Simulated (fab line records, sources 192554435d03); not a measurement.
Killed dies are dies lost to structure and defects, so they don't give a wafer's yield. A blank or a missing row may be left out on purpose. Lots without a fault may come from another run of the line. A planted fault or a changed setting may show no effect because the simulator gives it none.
Which tool did it? | flow n5_finfet | 14 lots, 41 wafers sampled, at 8 steps of a route of 1938

WHAT THE GAUGES READ, wafer by wafer
N5_MOL_CONTACT_COAG_INSPECT_97: inspects for defects (darkfield).
lot  | measured     | on                | raw_defect_count
L403 | day 5 18:10  | defect_inspect-02 | 32 62 27
L404 | day 5 22:20  | defect_inspect-02 | 26 47 40
L405 | day 6 01:41  | defect_inspect-02 | 44 20 29
L406 | day 6 07:49  | defect_inspect-02 | 26 42 32
L409 | day 7 05:56  | defect_inspect-02 | 28 34 36
L410 | day 7 08:54  | defect_inspect-02 | 42 34 26
L415 | day 8 17:11  | defect_inspect-02 | 22 28
L417 | day 9 06:04  | defect_inspect-02 | 42 32 45
L418 | day 9 11:08  | defect_inspect-01 | 37 30 45
L419 | day 9 14:09  | defect_inspect-01 | 62 77 55
L420 | day 9 17:11  | defect_inspect-02 | 42 40 23
L421 | day 9 23:28  | defect_inspect-02 | 69 45 50
L422 | day 10 17:13 | defect_inspect-02 | 40 98 44
L424 | day 10 23:29 | defect_inspect-02 | 43 48 49

N5_BEOL_M0_SAQP_CD_MEAS_25: target cd 13.1 nm.
lot  | measured     | on        | cd_nm (nm)
L403 | day 5 22:04  | cd_sem-01 | 12.90 12.79 13.02
L404 | day 6 02:47  | cd_sem-01 | 12.73 12.41 12.28
L405 | day 6 05:16  | cd_sem-01 | 12.93 12.48 12.75
L406 | day 6 13:07  | cd_sem-01 | 12.72 12.38 12.62
L409 | day 7 09:18  | cd_sem-03 | - - -
L410 | day 7 11:44  | cd_sem-03 | - - -
L415 | day 8 20:36  | cd_sem-03 | 12.77 12.97
L417 | day 9 09:40  | cd_sem-03 | 12.66 13.12 12.99
L418 | day 9 15:56  | cd_sem-01 | 12.87 12.69 13.01
L419 | day 9 18:29  | cd_sem-01 | 13.03 12.99 13.11
L420 | day 9 21:09  | cd_sem-03 | 12.69 12.83 13.10
L421 | day 10 04:19 | cd_sem-03 | 13.09 12.53 12.92
L422 | day 10 20:56 | cd_sem-02 | 13.01 12.64 13.26
L424 | day 11 02:52 | cd_sem-03 | 12.64 12.92 13.24

N5_BEOL_M4_RC_MEAS_101.
lot  | measured     | on        | DIBL_N (mV/V)  | DIBL_P (mV/V)  | IOFF_N (nA/um)    | IOFF_P (nA/um) | ION_N (uA/um) | ION_P (uA/um) | SS_N (mV/dec)  | SS_P (mV/dec)  | VT_N (mV)   | VT_P (mV)
L403 | day 7 22:11  | prober-01 | 35.7 38.0 37.1 | 36.5 38.4 37.1 | 0.146 0.192 0.176 | 0.19 0.21 0.20 | 670 672 682   | 454 457 455   | 72.9 73.0 72.7 | 72.9 73.7 73.0 | 251 250 251 | -253 -249 -249
L404 | day 8 10:56  | prober-02 | 37.5 38.5 35.5 | 36.4 38.3 34.8 | 0.161 0.195 0.131 | 0.23 0.27 0.20 | 675 690 665   | 467 474 465   | 71.4 72.0 71.7 | 73.3 73.9 73.3 | 249 244 251 | -247 -245 -248
L405 | day 8 10:41  | prober-01 | 34.4 37.0 36.8 | 31.2 34.5 34.3 | 0.096 0.137 0.137 | 0.13 0.18 0.18 | 655 672 669   | 449 458 458   | 70.5 71.1 71.2 | 72.3 73.2 73.1 | 261 253 251 | -260 -254 -255
L406 | day 9 07:46  | prober-01 | 33.9 34.9 34.1 | 34.8 35.9 35.4 | 0.122 0.143 0.125 | 0.16 0.17 0.16 | 670 674 665   | 457 452 459   | 70.9 70.7 71.5 | 72.9 73.0 72.6 | 250 251 251 | -254 -252 -256
L415 | day 11 04:14 | prober-02 | 34.0 33.8      | 33.2 33.3      | 0.117 0.122       | 0.17 0.18      | 659 655       | 461 455       | 71.1 70.5      | 73.0 72.8      | 251 252     | -252 -252
L417 | day 11 21:38 | prober-02 | 35.2 38.9 35.4 | 36.2 40.1 35.7 | 0.142 0.205 0.134 | 0.20 0.27 0.20 | 675 687 658   | 461 475 456   | 71.5 72.3 71.5 | 73.4 74.0 72.7 | 250 245 250 | -252 -247 -251
L418 | day 11 23:43 | prober-01 | 37.7 36.0 36.5 | 38.6 35.8 38.0 | 0.218 0.172 0.196 | 0.29 0.23 0.28 | 700 676 706   | 484 465 489   | 72.0 71.6 72.4 | 74.3 72.8 73.7 | 244 245 245 | -243 -248 -243
L419 | day 12 20:54 | prober-01 | 34.6 36.3 35.0 | 35.8 37.8 36.7 | 0.160 0.185 0.175 | 0.20 0.24 0.22 | 672 692 701   | 456 470 472   | 71.6 71.3 71.0 | 73.2 73.8 73.5 | 247 245 246 | -250 -250 -250
L420 | day 12 07:54 | prober-02 | 35.5 34.3 34.1 | 37.1 37.2 36.0 | 0.182 0.175 0.154 | 0.24 0.24 0.21 | 682 694 675   | 460 471 460   | 71.9 71.1 71.2 | 73.3 72.5 72.7 | 247 245 250 | -247 -250 -248
L421 | day 12 21:50 | prober-02 | 36.3 36.0 35.3 | 38.6 39.4 37.1 | 0.179 0.177 0.159 | 0.24 0.26 0.22 | 677 689 683   | 463 477 462   | 71.6 71.5 71.4 | 73.8 73.7 73.4 | 247 248 251 | -249 -248 -249
L422 | day 13 01:29 | prober-01 | 34.0 33.5 34.8 | 34.4 34.2 36.0 | 0.141 0.127 0.159 | 0.21 0.20 0.24 | 664 648 689   | 463 457 473   | 72.0 70.8 71.4 | 73.1 72.4 73.4 | 252 253 249 | -247 -247 -246
L424 | day 13 15:20 | prober-01 | 36.0 35.9 35.4 | 35.4 35.9 35.1 | 0.146 0.154 0.144 | 0.22 0.23 0.21 | 676 678 693   | 467 466 468   | 71.5 71.8 71.3 | 73.1 73.0 72.4 | 251 246 251 | -249 -248 -248

WHICH TOOL RAN EACH LOT (tool, then ch and the chambers of the sampled wafers, then the start)
lot  | N5_MOL_CONTACT_COAG_ETCH_48        | N5_BEOL_M0_SAQP_PECVD_97       | N5_BEOL_M0_SAQP_ETCH_83            | N5_BEOL_M0_SAQP_ETCH_84            | N5_BEOL_M0_SAQP_MANDREL_ETCH_20
L403 | rie_diel-02 ch 1,2, day 5 14:05    | pecvd-02 ch 0,2, day 5 19:24   | rie_diel-01 ch 0,2,3, day 5 20:04  | rie_diel-01 ch 0,2,3, day 5 20:07  | rie_si-01 ch 0,2,3, day 5 20:19
L404 | rie_diel-04 ch 0,1,3, day 5 18:13  | pecvd-03 ch 0,1,2, day 6 00:13 | rie_diel-01 ch 2,3, day 6 01:15    | rie_diel-01 ch 2,3, day 6 01:18    | rie_si-06 ch 0,1,2, day 6 01:29
L405 | rie_diel-03 ch 1,2,3, day 5 21:26  | pecvd-04 ch 0,1, day 6 03:01   | rie_diel-01 ch 0,1,2, day 6 03:45  | rie_diel-01 ch 0,1,2, day 6 03:48  | rie_si-05 ch 0,1,2, day 6 03:59
L406 | rie_diel-02 ch 0,2,3, day 6 03:41  | pecvd-04 ch 0,1, day 6 10:38   | rie_diel-01 ch 1,2,3, day 6 11:34  | rie_diel-01 ch 1,2,3, day 6 11:37  | rie_si-01 ch 0,2, day 6 11:49
L409 | rie_diel-03 ch 0,3, day 7 01:47    | pecvd-03 ch 0,2, day 7 06:50   | rie_diel-06 ch 0,3, day 7 07:38    | rie_diel-06 ch 0,3, day 7 07:44    | rie_si-06 ch 1,2, day 7 07:58
L410 | rie_diel-03 ch 0,1,2, day 7 03:20  | pecvd-02 ch 0,1,2, day 7 09:31 | rie_diel-01 ch 0,1,2, day 7 10:08  | rie_diel-01 ch 0,1,2, day 7 10:11  | rie_si-06 ch 0,1,2, day 7 10:22
L415 | rie_diel-02 ch 0,3, day 8 12:59    | pecvd-03 ch 0,2, day 8 18:28   | rie_diel-01 ch 2,3, day 8 19:04    | rie_diel-01 ch 2,3, day 8 19:07    | rie_si-05 ch 1,3, day 8 19:19
L417 | rie_diel-02 ch 0,2,3, day 9 01:49  | pecvd-04 ch 0,1,2, day 9 07:13 | rie_diel-01 ch 0,2,3, day 9 07:59  | rie_diel-01 ch 0,2,3, day 9 08:02  | rie_si-01 ch 0,1,3, day 9 08:13
L418 | rie_diel-03 ch 0,1,3, day 9 07:03  | pecvd-04 ch 0,1,2, day 9 13:07 | rie_diel-06 ch 0,1,3, day 9 14:00  | rie_diel-06 ch 0,1,3, day 9 14:03  | rie_si-05 ch 0,1,2, day 9 14:14
L419 | rie_diel-02 ch 0,1,3, day 9 09:46  | pecvd-03 ch 1,2, day 9 16:11   | rie_diel-01 ch 0,1, day 9 16:58    | rie_diel-01 ch 0,1, day 9 17:01    | rie_si-01 ch 0,1,3, day 9 17:12
L420 | rie_diel-04 ch 1,2,3, day 9 12:50  | pecvd-03 ch 0,1,2, day 9 19:01 | rie_diel-01 ch 0,1,2, day 9 19:36  | rie_diel-01 ch 0,1,2, day 9 19:39  | rie_si-06 ch 0,1, day 9 19:51
L421 | rie_diel-03 ch 0,3, day 9 19:23    | pecvd-04 ch 0,1, day 10 01:47  | rie_diel-01 ch 0,1,3, day 10 02:46 | rie_diel-01 ch 0,1,3, day 10 02:49 | rie_si-01 ch 0,1, day 10 03:01
L422 | rie_diel-02 ch 0,1,2, day 10 12:35 | pecvd-02 ch 0,2, day 10 18:28  | rie_diel-01 ch 0,2, day 10 19:04   | rie_diel-01 ch 0,2, day 10 19:07   | rie_si-06 ch 0,1,2, day 10 19:19
L424 | rie_diel-02 ch 1,3, day 10 19:24   | pecvd-03 ch 1,2, day 11 00:36  | rie_diel-01 ch 0,3, day 11 01:20   | rie_diel-01 ch 0,3, day 11 01:23   | rie_si-06 ch 0,2,3, day 11 01:35
- N5_MOL_CONTACT_COAG_ETCH_48: etches SiOC in C4F6/O2, target depth 15 nm, overetch 4.5 nm, time 17 s.
- N5_BEOL_M0_SAQP_PECVD_97: deposits SiNx from SiH4/NH3/N2, target thk 23 nm, time 19.9 s.
- N5_BEOL_M0_SAQP_ETCH_83: etches SiARC in CF4, target depth 39 nm, time 65 s.
- N5_BEOL_M0_SAQP_ETCH_84: etches SOC in N2/H2, target depth 100 nm, overetch 20 nm, time 150 s.
- N5_BEOL_M0_SAQP_MANDREL_ETCH_20: etches a-Si in HBr/Cl2, stops on SiNx, target depth 60 nm, bt time 10 s, time 30 s.

WHAT THE TOOLS THEMSELVES READ (means of the sampled wafers that have a number; where no wafer has one, the mark that the record gives instead)
N5_MOL_CONTACT_COAG_ETCH_48.
lot  | tool        | C4F6_flow_sccm (sccm) | O2_flow_sccm (sccm) | drypump_motor_current_A (A) | oes_f_703_au (a.u.) | oes_product_au (a.u.) | rf_vpp_V (V) | showerhead_plenum_p_Torr (Torr) | throttle_valve_pct (%)
L403 | rie_diel-02 | 10.005                | 9.99                | 6.0                         | 0.76                | 0.66                  | 1581         | 2.78                            | 39.8
L404 | rie_diel-04 | 9.988                 | 9.96                | 5.7                         | 0.71                | 0.59                  | 1612         | 2.84                            | 40.8
L405 | rie_diel-03 | 10.015                | 10.02               | 5.5                         | 0.78                | 0.65                  | 1621         | 2.85                            | 40.1
L406 | rie_diel-02 | 9.994                 | 10.02               | 5.2                         | 0.85                | 0.74                  | 1594         | 2.84                            | 40.7
L409 | rie_diel-03 | 10.005                | 10.00               | 5.5                         | 0.81                | 0.66                  | 1595         | 2.91                            | 40.5
L410 | rie_diel-03 | 9.995                 | 10.02               | 5.7                         | 0.82                | 0.70                  | 1639         | 2.78                            | 40.3
L415 | rie_diel-02 | 10.035                | 10.00               | 5.2                         | 0.80                | 0.64                  | 1606         | 2.86                            | 41.0
L417 | rie_diel-02 | 10.007                | 9.95                | 5.2                         | 0.81                | 0.67                  | 1595         | 2.82                            | 40.7
L418 | rie_diel-03 | 9.989                 | 10.00               | 5.5                         | 0.82                | 0.69                  | 1611         | 2.83                            | 40.4
L419 | rie_diel-02 | 9.989                 | 10.02               | 5.6                         | 0.84                | 0.73                  | 1598         | 2.83                            | 40.6
L420 | rie_diel-04 | 10.004                | 9.99                | 5.8                         | 0.84                | 0.73                  | 1602         | 2.83                            | 40.6
L421 | rie_diel-03 | 9.986                 | 9.96                | 5.5                         | 0.79                | 0.63                  | 1593         | 2.89                            | 40.5
L422 | rie_diel-02 | 9.976                 | 10.02               | 5.6                         | 0.81                | 0.67                  | 1580         | 2.74                            | 40.4
L424 | rie_diel-02 | 9.984                 | 9.99                | 5.7                         | 0.87                | 0.73                  | 1611         | 2.93                            | 40.5

N5_BEOL_M0_SAQP_PECVD_97.
lot  | tool     | heater_power_w (W) | showerhead_plenum_p_Torr (Torr) | throttle_valve_pct (%)
L403 | pecvd-02 | 512                | 5.16                            | 42.9
L404 | pecvd-03 | 577                | 5.17                            | 38.7
L405 | pecvd-04 | 557                | 5.11                            | 38.4
L406 | pecvd-04 | 605                | 5.10                            | 38.6
L409 | pecvd-03 | 527                | 5.12                            | 38.9
L410 | pecvd-02 | 542                | 5.16                            | 41.2
L415 | pecvd-03 | 554                | 5.12                            | 38.9
L417 | pecvd-04 | 502                | 5.08                            | 39.4
L418 | pecvd-04 | 556                | 5.09                            | 39.3
L419 | pecvd-03 | 572                | 5.21                            | 38.4
L420 | pecvd-03 | 546                | 5.17                            | 38.9
L421 | pecvd-04 | 494                | 5.09                            | 38.6
L422 | pecvd-02 | 554                | 5.13                            | 41.5
L424 | pecvd-03 | 566                | 5.16                            | 38.0

N5_BEOL_M0_SAQP_ETCH_83.
lot  | tool        | bias_w (W) | cf4_flow_sccm (sccm) | drypump_motor_current_A (A) | etch_rf_on_time_s (s) | oes_product_au (a.u.) | rf_vpp_V (V) | showerhead_plenum_p_Torr (Torr) | throttle_valve_pct (%)
L403 | rie_diel-01 | 35.96      | 99.8                 | 5.7                         | 64.9                  | 0.61                  | 183.7        | 2.18                            | 15.65
L404 | rie_diel-01 | 36.00      | 100.0                | 5.5                         | 63.8                  | 0.62                  | 184.6        | 2.16                            | 15.54
L405 | rie_diel-01 | 36.05      | 100.0                | 5.8                         | 65.2                  | 0.59                  | 184.7        | 2.17                            | 15.85
L406 | rie_diel-01 | 36.05      | 99.7                 | 5.7                         | 64.2                  | 0.62                  | 185.2        | 2.18                            | 15.68
L409 | rie_diel-06 | -          | -                    | -                           | -                     | -                     | -            | -                               | -
L410 | rie_diel-01 | -          | -                    | -                           | -                     | -                     | -            | -                               | -
L415 | rie_diel-01 | 36.05      | 100.0                | 5.5                         | 64.8                  | 0.61                  | 183.9        | 2.17                            | 15.55
L417 | rie_diel-01 | 35.90      | 100.0                | 5.7                         | 64.6                  | 0.66                  | 184.9        | 2.17                            | 15.54
L418 | rie_diel-06 | 35.97      | 100.0                | 5.5                         | 65.8                  | 0.71                  | 183.6        | 2.17                            | 15.53
L419 | rie_diel-01 | 36.02      | 99.8                 | 6.0                         | 65.2                  | 0.65                  | 184.6        | 2.19                            | 15.87
L420 | rie_diel-01 | 36.00      | 100.3                | 5.8                         | 65.3                  | 0.63                  | 184.6        | 2.16                            | 15.74
L421 | rie_diel-01 | 36.11      | 100.2                | 5.9                         | 65.2                  | 0.65                  | 184.5        | 2.19                            | 15.69
L422 | rie_diel-01 | 35.86      | 99.9                 | 5.8                         | 65.8                  | 0.68                  | 185.1        | 2.16                            | 15.58
L424 | rie_diel-01 | 36.03      | 100.1                | 6.0                         | 65.5                  | 0.70                  | 184.6        | 2.19                            | 15.52

N5_BEOL_M0_SAQP_ETCH_84.
lot  | tool        | bias_w (W) | chamber_pressure_mTorr (mTorr) | drypump_motor_current_A (A) | oes_product_au (a.u.) | rf_vpp_V (V) | showerhead_plenum_p_Torr (Torr) | temp_c (C) | throttle_valve_pct (%)
L403 | rie_diel-01 | 150.1      | 30.002                         | 5.7                         | 0.64                  | 524.9        | 2.59                            | 39.81      | 17.91
L404 | rie_diel-01 | 149.4      | 29.988                         | 5.4                         | 0.64                  | 523.6        | 2.56                            | 40.09      | 17.73
L405 | rie_diel-01 | 150.2      | 29.987                         | 5.8                         | 0.62                  | 524.6        | 2.59                            | 40.11      | 18.16
L406 | rie_diel-01 | 149.7      | 30.000                         | 5.7                         | 0.64                  | 525.1        | 2.60                            | 40.10      | 17.92
L409 | rie_diel-06 | 149.6      | 30.003                         | 5.5                         | 0.31                  | 523.3        | 2.54                            | 39.91      | 17.88
L410 | rie_diel-01 | 150.0      | 30.010                         | 5.8                         | 0.29                  | 525.5        | 2.59                            | 39.93      | 17.97
L415 | rie_diel-01 | 149.4      | 30.022                         | 5.5                         | 0.64                  | 524.8        | 2.57                            | 40.03      | 17.72
L417 | rie_diel-01 | 150.3      | 30.027                         | 5.7                         | 0.69                  | 524.7        | 2.58                            | 40.00      | 17.81
L418 | rie_diel-06 | 150.8      | 29.966                         | 5.5                         | 0.75                  | 524.4        | 2.57                            | 39.99      | 17.76
L419 | rie_diel-01 | 150.2      | 30.001                         | 6.0                         | 0.68                  | 525.7        | 2.62                            | 40.10      | 18.26
L420 | rie_diel-01 | 150.0      | 29.967                         | 5.8                         | 0.67                  | 524.4        | 2.58                            | 40.02      | 18.07
L421 | rie_diel-01 | 149.8      | 29.998                         | 5.9                         | 0.69                  | 525.6        | 2.62                            | 40.15      | 18.00
L422 | rie_diel-01 | 149.9      | 30.006                         | 5.8                         | 0.72                  | 523.6        | 2.57                            | 39.98      | 17.95
L424 | rie_diel-01 | 149.6      | 30.001                         | 6.0                         | 0.73                  | 525.8        | 2.61                            | 40.22      | 17.87

N5_BEOL_M0_SAQP_MANDREL_ETCH_20.
lot  | tool      | HBr_flow_sccm (sccm) | bias_w (W) | drypump_motor_current_A (A) | oes_product_au (a.u.) | throttle_valve_pct (%)
L403 | rie_si-01 | 149.8                | 74.85      | 5.7                         | 0.781                 | 35.1
L404 | rie_si-06 | 149.9                | 74.74      | 6.1                         | 0.782                 | 35.1
L405 | rie_si-05 | 149.7                | 74.82      | 5.8                         | 0.776                 | 35.3
L406 | rie_si-01 | 149.8                | 74.87      | 5.1                         | 0.789                 | 35.3
L409 | rie_si-06 | 150.5                | 74.91      | 6.4                         | 0.326                 | 35.8
L410 | rie_si-06 | 150.1                | 74.94      | 6.1                         | 0.327                 | 35.9
L415 | rie_si-05 | 149.2                | 75.14      | 6.4                         | 0.765                 | 35.5
L417 | rie_si-01 | 149.7                | 75.07      | 6.2                         | 0.771                 | 35.2
L418 | rie_si-05 | 150.5                | 75.09      | 5.8                         | 0.775                 | 35.3
L419 | rie_si-01 | 150.1                | 74.90      | 6.1                         | 0.784                 | 35.2
L420 | rie_si-06 | 149.9                | 75.11      | 6.4                         | 0.780                 | 34.9
L421 | rie_si-01 | 150.6                | 75.13      | 6.1                         | 0.774                 | 35.4
L422 | rie_si-06 | 150.3                | 74.95      | 6.1                         | 0.776                 | 35.0
L424 | rie_si-06 | 150.1                | 75.04      | 6.0                         | 0.773                 | 35.3

THE ANSWER, worked out from the rows above alone
Rule: what is usual is taken from the lots themselves. Put in order of their means at a reading, lots are off if they are a third of the lots or fewer, leave a main group of 4 or more, and stand apart from it by a gap of 3 or more times the standard deviation of the main group's means; of several such gaps the widest counts. A main group whose means are all the same, to the digits that the tables above print for the reading, isn't used. A lot without any number at a reading at which 4 lots or more have one is off too. The other lots that the step has rows for count as sound. The gauges are gone through in route order, then the tools' own readings, and for those a lot's mean is taken as printed above. The first step at which some lot is off is used, and at that step the reading that is off furthest; a lot without a number counts as furthest.
Off: L409, L410, at N5_BEOL_M0_SAQP_CD_MEAS_25 (cd_nm). Without a number there: L409, L410. The main group: mean 12.83 nm, standard deviation 0.16.
A tool fits if, at a process step before that reading, it ran every lot that is off, and no sound lot after the first of them. The gauges at N5_BEOL_M0_SAQP_CD_MEAS_25 aren't tried: what is off there is off at N5_BEOL_M0_SAQP_ETCH_83 too, on other tools, and a gauge's error can't cause that. None of those tried fits.

WHAT THE SIMULATOR HAD PUT IN
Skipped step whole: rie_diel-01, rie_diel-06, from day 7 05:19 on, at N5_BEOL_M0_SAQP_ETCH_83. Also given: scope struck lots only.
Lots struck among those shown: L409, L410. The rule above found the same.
